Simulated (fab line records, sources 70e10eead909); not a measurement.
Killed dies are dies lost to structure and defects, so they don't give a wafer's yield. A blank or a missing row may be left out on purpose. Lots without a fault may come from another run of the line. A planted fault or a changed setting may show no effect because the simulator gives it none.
Chamber matching | flow nand_harc | NHARC_P_BONDPAD_ETCH_37 on rie_diel-01: 4 sister chambers
The step etches the open film in N2/H2, target depth 60 nm, overetch 18 nm, time 65.91 s. 8 wafers are shown with their chamber, then 6 later ones without.

WAFERS WITH THEIR CHAMBER
wafer  | chamber | showerhead_plenum_p_Torr (Torr) | drypump_motor_current_A (A)
L438.1 | 3       | 2.02                            | 6.5
L438.6 | 2       | 1.95                            | 5.2
L437.4 | 0       | 1.96                            | 5.4
L448.1 | 0       | 1.96                            | 5.5
L448.6 | 2       | 1.95                            | 5.2
L451.2 | 3       | 2.02                            | 6.5
L451.4 | 1       | 2.11                            | 5.8
L451.6 | 1       | 2.10                            | 5.8

WAFERS WITHOUT THEIR CHAMBER
wafer  | showerhead_plenum_p_Torr (Torr) | drypump_motor_current_A (A)
L453.3 | 2.02                            | 6.5
L453.4 | 1.95                            | 5.2
L453.5 | 1.94                            | 5.2
L454.2 | 2.02                            | 6.5
L454.3 | 1.95                            | 5.2
L454.5 | 1.94                            | 5.2

WHICH CHAMBER EACH WENT THROUGH
wafer  | from the rows above | in truth
L453.3 | 3                   | 3
L453.4 | 2                   | 2
L453.5 | 2                   | 2
L454.2 | 3                   | 3
L454.3 | 2                   | 2
L454.5 | 2                   | 2
Placed correctly: 6 of 6. Can't be placed from these rows: 0. Placed wrongly: 0.
How it was worked out, from the rows above alone: a wafer's distance from a chamber is the root of the sum, over the readings, of the square of ((its reading less the chamber's mean) divided by the reading's scatter). The wafer belongs to the nearest chamber; if the next one is less than 2 further off, it can't be placed. A chamber's mean is the mean of its shown wafers. The scatter: the root of (the sum of the squares of (reading less its chamber's mean) over the shown wafers, divided by (wafers less chambers)).
